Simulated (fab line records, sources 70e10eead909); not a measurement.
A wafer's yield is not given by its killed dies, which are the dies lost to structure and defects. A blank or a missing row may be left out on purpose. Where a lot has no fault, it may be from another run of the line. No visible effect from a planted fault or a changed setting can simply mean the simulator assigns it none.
Which tool was responsible?	flow nandHarc	39 wafers from 13 lots sampled at 5 of the route's 1159 steps

== WHAT THE GAUGES SHOWED, per wafer ==
NHARC_THIN_TSV_CD_MEAS_33: target cd 5000 nm. Usual: cdNm reads 4999.3 nm (standard deviation 1.7).
lot	measured	on	cdNm (nm)	flag
L348	day 19 00:07	cdSem-02	5000.9 4996.8 4998.6	
L352	day 19 13:52	cdSem-03	5004.1 4998.9 5001.4	
L354	day 20 17:31	cdSem-01	4997.5 4999.0 5000.5	
L355	day 20 19:06	cdSem-01	5000.7 5001.1 4997.6	
L361	day 21 18:52	cdSem-01	4998.8 5000.7 4999.1	
L363	day 22 19:45	cdSem-02	4999.5 4998.9 5001.6	
L364	day 23 02:56	cdSem-01	4998.7 5002.2 5001.5	
L366	day 23 11:40	cdSem-02	5001.4 4999.3 4996.9	
L367	day 23 16:10	cdSem-02	4996.0 4999.8 5000.1	
L365	day 23 17:53	cdSem-03	5001.4 4999.7 4997.5	
L369	day 24 08:22	cdSem-02	4997.4 4997.5 4998.6	
L370	day 24 09:25	cdSem-03	4999.4 4997.7 5000.6	
L371	day 24 23:16	cdSem-03	4997.5 4997.4 5000.4	

NHARC_END_SORT_01. Usual: killedAtArray 27, standard deviation 8; killedAtOther 0.8, standard deviation 1.2; killedAtPeriphery 3.3, standard deviation 2.3; killedDies 31, standard deviation 8.8; killedOpen 3.2, standard deviation 2.1; killedShort 2.1, standard deviation 1.4.
lot	measured	on	killedAtArray	killedAtOther	killedAtPeriphery	killedDies	killedOpen	killedShort	flag
L354	day 21 03:25	prober-01	24 129 25	1 2 1	1 2 2	26 133 28	3 2 1	1 1 1	OFF
L355	day 21 11:08	prober-01	125 14 122	0 0 0	2 3 3	127 17 125	0 1 3	4 3 3	OFF

== WHAT TOOL EACH LOT RAN ON (gives the tool, then ch and the chambers of the sampled wafers, and finally the start) ==
lot	NHARC_A_BLC_PVD_32	NHARC_THIN_TSV_DEP_47	NHARC_THIN_TSV_ETCH_59
L348	pvdSputter-03, day 17 14:15	pecvd-03 ch 0,1, day 18 20:07	rieMetal-01 ch 0,1, day 19 00:26
L352	pvdSputter-01, day 17 23:47	pecvd-02 ch 0,2, day 19 09:50	rieMetal-02 ch 0,1, day 19 14:12
L354	pvdSputter-01, day 19 04:07	pecvd-03 ch 0,1,2, day 20 13:28	rieMetal-03 ch 0,1, day 20 17:48
L355	pvdSputter-01, day 19 06:53	pecvd-01 ch 1,2, day 20 15:00	rieMetal-01 ch 0,1, day 20 19:26
L361	pvdSputter-02, day 20 07:55	pecvd-02 ch 0,1,2, day 21 14:51	rieMetal-03 ch 0,1, day 21 19:13
L363	pvdSputter-02, day 20 21:40	pecvd-03 ch 0,2, day 22 15:28	rieMetal-02 ch 0,1, day 22 20:02
L364	pvdSputter-03, day 21 10:25	pecvd-03 ch 1,2, day 22 22:57	rieMetal-01 ch 0,1, day 23 03:15
L366	pvdSputter-03, day 21 21:10	pecvd-03 ch 1,2, day 23 07:29	rieMetal-03 ch 0,1, day 23 11:59
L367	pvdSputter-02, day 22 05:41	pecvd-03 ch 0,2, day 23 12:01	rieMetal-02 ch 0,1, day 23 16:28
L365	pvdSputter-02, day 22 06:44	pecvd-02 ch 0,1,2, day 23 13:29	rieMetal-01 ch 0,1, day 23 18:11
L369	pvdSputter-02, day 22 22:09	pecvd-01 ch 0,1,2, day 24 04:17	rieMetal-01 ch 0,1, day 24 08:39
L370	pvdSputter-02, day 23 00:05	pecvd-03 ch 0,2, day 24 05:32	rieMetal-03 ch 0, day 24 09:42
L371	pvdSputter-03, day 23 09:28	pecvd-01 ch 0,1,2, day 24 19:02	rieMetal-01 ch 0,1, day 24 23:35
- NHARC_A_BLC_PVD_32: deposits Ti, target thk 5 nm, time 17.7 s.
- NHARC_THIN_TSV_DEP_47: deposits SiO2, target thk 200 nm.
- NHARC_THIN_TSV_ETCH_59: etches the open film in Cl2/BCl3, target depth 880 nm, time 138.1 s.

== WHAT THE TOOLS THEMSELVES READ (means of the sampled wafers that have a number; where no wafer has one, the mark that the record gives instead) ==
NHARC_A_BLC_PVD_32. Usual: throttleValvePct reads 30.1 % (standard deviation 0.79).
lot	tool	throttleValvePct (%)	flag
L348	pvdSputter-03	30.2	
L352	pvdSputter-01	29.4	
L354	pvdSputter-01	30.1	
L355	pvdSputter-01	30.1	
L361	pvdSputter-02	30.8	
L363	pvdSputter-02	31.1	
L364	pvdSputter-03	29.8	
L366	pvdSputter-03	29.8	
L367	pvdSputter-02	30.8	
L365	pvdSputter-02	30.3	
L369	pvdSputter-02	30.2	
L370	pvdSputter-02	30.4	
L371	pvdSputter-03	30.1	

NHARC_THIN_TSV_DEP_47. Usual: throttleValvePct reads 15.8 % (standard deviation 0.47).
lot	tool	throttleValvePct (%)	flag
L348	pecvd-03	15.7	
L352	pecvd-02	15.8	
L354	pecvd-03	16.0	
L355	pecvd-01	15.6	
L361	pecvd-02	16.1	
L363	pecvd-03	16.2	
L364	pecvd-03	15.7	
L366	pecvd-03	15.5	
L367	pecvd-03	15.7	
L365	pecvd-02	15.9	
L369	pecvd-01	16.0	
L370	pecvd-03	15.8	
L371	pecvd-01	16.0	

NHARC_THIN_TSV_ETCH_59. Usual: drypumpMotorCurrentA 5.6 A, standard deviation 0.36; heBacksideLeakSccm 3.26 sccm, standard deviation 0.19; oesProductAu 1.000 a.u., standard deviation 0.0086; throttleValvePct 22.266 %, standard deviation 0.0089.
lot	tool	drypumpMotorCurrentA (A)	heBacksideLeakSccm (sccm)	oesProductAu (a.u.)	throttleValvePct (%)	flag
L348	rieMetal-01	5.6	3.18	1.000	22.262	
L352	rieMetal-02	5.3	3.39	1.012	22.259	
L354	rieMetal-03	5.8	3.32	0.997	22.259	
L355	rieMetal-01	5.7	3.22	1.001	22.273	
L361	rieMetal-03	5.9	3.25	0.989	22.274	
L363	rieMetal-02	5.3	3.40	1.004	22.263	
L364	rieMetal-01	5.7	3.24	0.993	22.275	
L366	rieMetal-03	5.8	3.21	0.993	22.255	
L367	rieMetal-02	5.7	3.15	1.004	22.266	
L365	rieMetal-01	5.6	3.30	1.001	22.259	
L369	rieMetal-01	5.6	3.12	1.002	22.268	
L370	rieMetal-03	6.0	3.29	1.000	22.269	
L371	rieMetal-01	5.6	3.20	1.003	22.266	

== THE ANSWER, worked out from the rows above alone ==
Rule: a lot is off if the mean of its wafers that have a number lies more than 3 standard deviations from the usual mean. Also off: a lot with no number at a reading for which 4 or more lots have one. Where the step has rows for the other lots, those lots are counted as sound. The gauges are gone through in route order, then the tools' own readings, and for those a lot's mean is taken as printed above. At the first step where some lot is off, the reading lying furthest off is the one used; lots without a number count as furthest.
Off: L354, L355, at NHARC_END_SORT_01 (killedAtArray). Neither off nor sound, because the step has no rows for them: L348, L352, L361, L363, L364, L366, L367, L365, L369, L370, L371.
A tool fits if, at a process step before that reading, it ran every lot that is off, and no sound lot after the first of them. Gauges at NHARC_END_SORT_01: tried the same way as those tools. Undecided on this evidence; 2 tools fit (pvdSputter-01 at NHARC_A_BLC_PVD_32, prober-01 at NHARC_END_SORT_01).

== WHAT WAS PUT IN BY THE SIMULATOR ==
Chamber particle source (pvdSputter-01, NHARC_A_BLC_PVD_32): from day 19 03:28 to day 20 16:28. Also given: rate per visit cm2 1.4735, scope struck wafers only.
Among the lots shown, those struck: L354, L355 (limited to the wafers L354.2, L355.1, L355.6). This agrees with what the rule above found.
